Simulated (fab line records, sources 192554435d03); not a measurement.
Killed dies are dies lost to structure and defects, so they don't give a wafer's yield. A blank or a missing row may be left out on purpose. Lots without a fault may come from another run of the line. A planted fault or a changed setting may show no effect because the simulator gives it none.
Chamber matching | flow n5_finfet | N5_BEOL_M3_ETCH_77 on rie_diel-03: 4 sister chambers
The step etches underlayer in N2/H2, target depth 6.5 nm, time 5.2 s. 4 wafers are shown with their chamber, then 7 later ones without.

WAFERS WITH THEIR CHAMBER
wafer  | chamber | showerhead_plenum_p_Torr (Torr)
L086.3 | 1       | 2.44
L086.5 | 2       | 2.59
L085.1 | 3       | 2.53
L085.2 | 0       | 2.61

WAFERS WITHOUT THEIR CHAMBER
wafer  | showerhead_plenum_p_Torr (Torr)
L085.5 | 2.44
L087.1 | 2.44
L087.4 | 2.53
L087.5 | 2.59
L092.1 | 2.61
L092.3 | 2.43
L092.4 | 2.58

WHICH CHAMBER EACH WENT THROUGH
wafer  | from the rows above | in truth
L085.5 | 1                   | 1
L087.1 | 1                   | 1
L087.4 | 3                   | 3
L087.5 | 2                   | 2
L092.1 | 0                   | 0
L092.3 | 1                   | 1
L092.4 | 2                   | 2
Placed correctly: 7 of 7. Can't be placed from these rows: 0. Placed wrongly: 0.
How it was worked out, from the rows above alone: a wafer's distance from a chamber is the root of the sum, over the readings, of the square of ((its reading less the chamber's mean) divided by the reading's scatter). The wafer belongs to the nearest chamber; if the next one is less than 2 further off, it can't be placed. A chamber's mean is the mean of its shown wafers. The scatter: with one shown wafer a chamber, the root of the mean of the squares of how far each hidden wafer lies from its nearest shown one.
